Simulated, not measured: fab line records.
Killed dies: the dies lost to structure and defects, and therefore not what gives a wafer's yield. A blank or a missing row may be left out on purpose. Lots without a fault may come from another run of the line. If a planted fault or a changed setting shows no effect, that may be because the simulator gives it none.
fab line records	flow nand_harc
[record] lots = 6	wafers = 17	last_day = 33
route steps=1302 shown A_DECK1_JOINT@530 END@1302
lots with no fault: from the same line, run without faults
start_h: start of the lot's first displayed wafer, in hours after the record's first day	wait_h: time in hours since the lot's previous step	" as in the row above	L1.1+2: a row that stands for several wafers	- either no value or no given start	* or withheld: withheld	< > ~ a bound
route shown NAME@n: names a module that has steps shown in the file, with the first one's number in the route	usual: mean and standard deviation over wafers with no fault	same: alike in all rows	chamber/n: place in a boat	sites: the reading at each site	_std_site: how widely they spread, as a standard deviation	_edge_site: outer sites' mean less inner sites'	radius_mm: how far each site lies from the wafer's centre	mask NAME#n: copy n	behind: the last tool/chamber to shape the wafer	hold: what put the lot on hold/how long, in hours/how the hold closed	device: which transistor (n, p or np) failed to switch	end of line: tests run on the same wafers once the route is complete	a step given without rows: its recipe and nothing more	killed: at the first sort, the dies lost to defects and structure; wafer yield is something else	map: shows each die of a wafer: x if killed, . if not, _ if none is there
set.NAME: the run value of the setting; set.NAME@STEP: its run value at that earlier step	model.NAME: the simulator's own value behind a step, which no gauge read
lots at some steps of the route; a table a step, a row a wafer
services: a tool's chamber out of use, with start hour (start_h, from the record's first day; less than 0 if before it), hours out, and reason
[[steps]]
[step NHARC_A_DECK1_JOINT_ETCHBACK_00]
[recipe] target_depth_a = 300	time_s = 17.4	hbr_flow_sccm = 150	rf_w = 350	icp_w = 350	bias_w = 60	chemistry = HBr
[usual] drypump_motor_current_A = 5.5/0.6	oes_product_au = 1.005/0.012	rf_fwd_power_W = 342.9/1.9	throttle_valve_pct = 23.265/0.0084
lot.wafer	tool	chamber	start_h	wait_h	drypump_motor_current_A	oes_product_au	rf_fwd_power_W	rf_hours_counter_h	throttle_valve_pct
L626.2	rie_si-01	2	261.23	0.1	6.7	1.013	341.6	0.40	23.256
L626.3	"	3	"	"	4.8	0.994	342.1	0.44	23.256
L626.6	"	0	"	"	5.4	0.994	344.5	-	23.282
L633.4	rie_si-06	0	327.12	0.1	5.0	1.009	341.9	0.34	23.267
L633.2	"	2	"	"	5.6	1.006	346.1	0.40	23.279
L633.6	"	0	"	"	5.0	1.001	341.8	-	23.272
L640.4	rie_si-06	1	398.95	0.1	5.4	1.018	343.2	0.66	23.259
L640.6	"	0	"	"	5.0	0.990	342.8	-	23.255
L643.3	rie_si-06	3	420.57	0.1	5.6	1.000	343.8	1.02	23.261
L643.4	"	1	"	"	5.4	1.018	341.1	0.89	23.270
L643.6	"	0	"	"	5.0	0.995	340.3	-	23.272
L647.3	rie_si-03	1	473.77	0.1	5.7	0.990	343.4	0.51	23.283
L647.4	"	2	"	"	4.7	0.998	343.4	0.40	23.268
L647.6	"	0	"	"	6.4	1.013	342.6	-	23.276
L648.2	rie_si-06	1	486.42	0.1	5.4	1.004	342.6	0.33	23.263
L648.1	"	0	"	"	5.0	1.011	341.2	0.30	23.261
L648.6	"	2	"	"	5.6	0.995	346.4	-	23.259
[step NHARC_A_DECK1_JOINT_PRECLEAN_30]
[recipe] time_s = *	temp_c = 50	bath_age_min = 0	chemistry = SC1
[step NHARC_A_DECK1_JOINT_SRD_31]
[step NHARC_A_DECK1_JOINT_CVD_34]
[recipe] target_thk_a = 200	temp_c = 700	pressure_mtorr = 300	material = SiNx
[step NHARC_A_DECK1_JOINT_DEP_06]
[recipe] target_thk_a = 800	temp_c = 65	material = SiOx
[step NHARC_A_DECK1_JOINT_CURE_26]
[recipe] temp_c = 150	time_s = 32	pressure_atm = 0.395
[step NHARC_A_DECK1_JOINT_ANNEAL_27]
[recipe] temp_c = 400	time_s = 3600	idle_temp_c = 300	ramp_up_c_per_min = 10	densification_p_h2o_torr = 640
[step NHARC_A_DECK1_JOINT_ANNEAL_28]
[recipe] temp_c = 500	time_s = 1800	idle_temp_c = 400	ramp_up_c_per_min = 10	densification_p_h2o_torr = 640
[step NHARC_A_DECK1_JOINT_ANNEAL_29]
[recipe] temp_c = 750	time_s = 1800	idle_temp_c = 500	ramp_up_c_per_min = 10	ramp_down_c_per_min = 3
[step NHARC_A_DECK1_JOINT_CMP_02]
[recipe] material = SiOx
[usual] motor_current_A = 12.3/1	slurry_flow_ml_min = 149.9/0.44
lot.wafer	tool	chamber	start_h	wait_h	motor_current_A	slurry_flow_ml_min
L626.2	cmp-02	3	284.09	0.4	11.4	150.6
L626.3	"	1	"	"	13.0	149.9
L626.6	"	0	"	"	13.9	150.4
L633.2	cmp-01	3	347.27	0.4	12.2	149.3
L633.4	"	1	"	"	12.4	150.0
L633.6	"	2	"	"	12.5	150.0
L640.4	cmp-03	0	420.81	0.4	12.0	149.9
L640.6	"	0	"	"	10.9	150.9
L643.3	cmp-02	3	446.43	0.4	11.9	149.4
L643.4	"	0	"	"	14.0	150.2
L643.6	"	0	"	"	13.2	149.5
L647.4	cmp-02	3	504.28	0.4	11.9	149.2
L647.3	"	0	"	"	13.8	150.9
L647.6	"	0	"	"	14.8	150.8
L648.2	cmp-02	2	516.10	0.4	13.4	150.0
L648.1	"	1	"	"	12.5	150.2
L648.6	"	3	"	"	11.0	150.3
[step NHARC_A_DECK1_JOINT_SRD_15]
[step NHARC_A_DECK1_JOINT_DEP_16]
[recipe] target_thk_a = 450	temp_c = 400	pressure_torr = 6.5	rf_w = 900	teos_flow_sccm = 161.4	flow_sccm = 2650	target_thk_nm = 45	gas = O2	material = SiO2
[usual] heater_power_w = 607/77	rf_fwd_power_W = 895/3.4	throttle_valve_pct = 16.1/0.46
lot.wafer	tool	chamber	start_h	wait_h	heater_power_w	rf_fwd_power_W	throttle_valve_pct
L626.2	pecvd-04	2	284.48	0.1	639	894	15.6
L626.3	"	0	"	"	540	894	16.1
L626.6	"	0	"	"	541	895	15.9
L633.2	pecvd-02	1	347.66	0.1	464	893	16.6
L633.6	"	0	"	"	616	895	15.8
L633.4	"	1	"	"	475	895	16.7
L640.4	pecvd-04	2	421.31	0.2	702	889	15.8
L640.6	"	0	"	"	642	895	16.4
L643.3	pecvd-04	0	446.88	0.1	637	893	16.6
L643.4	"	2	"	"	676	893	15.8
L643.6	"	0	"	"	635	893	16.4
L647.3	pecvd-03	2	504.70	0.1	577	890	15.4
L647.4	"	2	"	"	594	888	15.4
L647.6	"	0	"	"	641	894	16.5
L648.2	pecvd-02	1	516.55	0.1	568	893	16.7
L648.1	"	2	"	"	563	898	16.1
L648.6	"	0	"	"	524	897	16.2
[step NHARC_A_DECK1_JOINT_THK_MEAS_17]
[recipe] thk_meas_gauge = ellipsometry
[usual] thk_nm = 44.7/1.2
lot.wafer	tool	chamber	start_h	wait_h	thk_nm
L626.2	film_metro-01	-	284.76	0.3	44.5
L626.3	"	-	"	"	45.1
L626.6	"	-	"	"	44.4
L633.2	film_metro-02	-	347.91	0.2	42.0
L633.4	"	-	"	"	43.5
L633.6	"	-	"	"	45.0
L640.4	film_metro-02	-	421.48	0.1	45.3
L640.6	"	-	"	"	72.9
L643.3	film_metro-02	-	447.11	0.2	46.4
L643.4	"	-	"	"	45.1
L643.6	"	-	"	"	74.5
L647.3	film_metro-01	-	504.95	0.2	42.3
L647.4	"	-	"	"	45.0
L647.6	"	-	"	"	42.8
L648.1	film_metro-01	-	516.80	0.2	44.3
L648.2	"	-	"	"	46.8
L648.6	"	-	"	"	46.6
[step NHARC_A_DECK1_JOINT_INSPECT_05]
[usual] raw_defect_count = 339/130
lot.wafer	tool	chamber	start_h	wait_h	raw_defect_count
L626.2	defect_inspect-01	-	284.80	0.0	393
L626.3	"	-	"	"	353
L626.6	"	-	"	"	335
L633.2	defect_inspect-01	-	347.95	0.0	377
L633.4	"	-	"	"	273
L633.6	"	-	"	"	142
L640.4	defect_inspect-02	-	421.51	0.0	337
L640.6	"	-	"	"	620
L643.3	defect_inspect-01	-	447.14	0.0	294
L643.4	"	-	"	"	237
L643.6	"	-	"	"	305
L647.3	defect_inspect-02	-	504.99	0.0	236
L647.4	"	-	"	"	321
L647.6	"	-	"	"	162
L648.1	defect_inspect-01	-	516.84	0.0	199
L648.2	"	-	"	"	185
L648.6	"	-	"	"	291
[step NHARC_END_SORT_01]
[recipe] temp_c = 25
[usual] killed_at_array = 54/21	killed_at_other = 0.9/1.1	killed_at_periphery = 3.5/2.5	killed_dies = 58/21	killed_open = 3.3/1.9	killed_short = 2.6/1.8
[same] gross_dies = 677
lot.wafer	tool	chamber	start_h	wait_h	killed_at_array	killed_at_other	killed_at_periphery	killed_dies	killed_open	killed_short
L633.2	prober-01	0	643.29	2.8	69	1	1	71	3	3
L633.4	prober-01	0	644.89	3.4	94	0	1	95	3	1
L633.6	prober-01	0	646.50	4.0	72	0	3	75	0	3
// killed by level:class
L633.2 A_CHANNEL_HOLE_D2:chamber_film_flake=24 A_CHANNEL_HOLE_D1:chamber_film_flake=18 A_SLIT:chamber_film_flake=16 A_CONTACT:chamber_film_flake=3 A_SOURCE_PLATE:geometric_particle:short=1 A_CHANNEL_FILL_D1:geometric_particle:open=1 A_DECK1_JOINT:geometric_particle:short=1 A_WL_FILL:geometric_particle:open=1
L633.4 A_CHANNEL_HOLE_D2:chamber_film_flake=31 A_CHANNEL_HOLE_D1:chamber_film_flake=29 A_SLIT:chamber_film_flake=26 A_STAIRCASE:chamber_film_flake=3 P_CONTACT:geometric_particle:open=1 A_CHANNEL_HOLE_D1:geometric_particle:open=1 A_ONON_D2:geometric_particle:open=1 A_CHANNEL_FILL_D2:geometric_particle:short=1
L633.6 A_CHANNEL_HOLE_D2:chamber_film_flake=27 A_SLIT:chamber_film_flake=23 A_CHANNEL_HOLE_D1:chamber_film_flake=16 A_ZERO_WELL:chamber_film_flake=2 P_M0:geometric_particle:short=1 A_WL_FILL:geometric_particle:short=1 A_BLC:geometric_particle:short=1 P_GATE:chamber_film_flake=1
[[services]]
tool	chamber	start_h	hours	kind
cmp-02	-	239.14	0.3	repair
rie_si-03	2	239.25	6.8	repair
rie_si-06	-	249.00	9.0	pm
pecvd-03	1	265.18	16.2	repair
pecvd-04	-	269.39	13.0	pm
cmp-01	-	271.28	0.8	repair
cmp-01	-	280.12	0.9	repair
cmp-01	-	292.81	4.0	pm
pecvd-03	2	310.97	12.1	repair
cmp-02	-	314.84	2.2	repair
cmp-02	-	328.39	2.6	repair
pecvd-03	0	337.91	2.1	repair
rie_si-03	-	353.68	0.6	repair
pecvd-04	2	385.57	4.8	repair
pecvd-02	2	390.50	13.8	repair
pecvd-02	-	408.15	13.0	pm
cmp-02	-	424.06	0.3	repair
rie_si-06	-	426.00	9.0	pm
cmp-02	-	428.94	4.0	pm
pecvd-04	-	450.39	13.0	pm
cmp-02	-	450.74	0.7	repair
cmp-02	-	453.04	1.2	repair
pecvd-04	-	463.51	1.0	repair
cmp-02	-	466.54	4.7	repair
[[key]]
[first_sign] step = NHARC_A_DECK1_JOINT_THK_MEAS_17	reading = thk_nm	direction = up	sigmas = 25	usual = 44.7	struck = 73.7
effect none on later readings
met_at NHARC_A_DECK1_JOINT_DEP_16
struck_wafers L640.6,L643.6
tester_left_out L640,L643
onset_between 284.48 421.31
[fault] kind = process_parameter_drift	tool = pecvd-04	chamber = -	onset_h = 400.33	steps = NHARC_A_DECK1_JOINT_DEP_16	channel = target_thk_nm	offset = 27.678	shape = step	end_h = 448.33	scope = struck_wafers_only	acts_in = these_recipes_only	stated = 45
// tester_left_out: of these lots the tester's yield and bins aren't shown, on N5 and GAA mostly nor the transistor test; their killed dies are dies lost to structure and defects alone, not to doping, threshold or leakage, so they don't give the yield
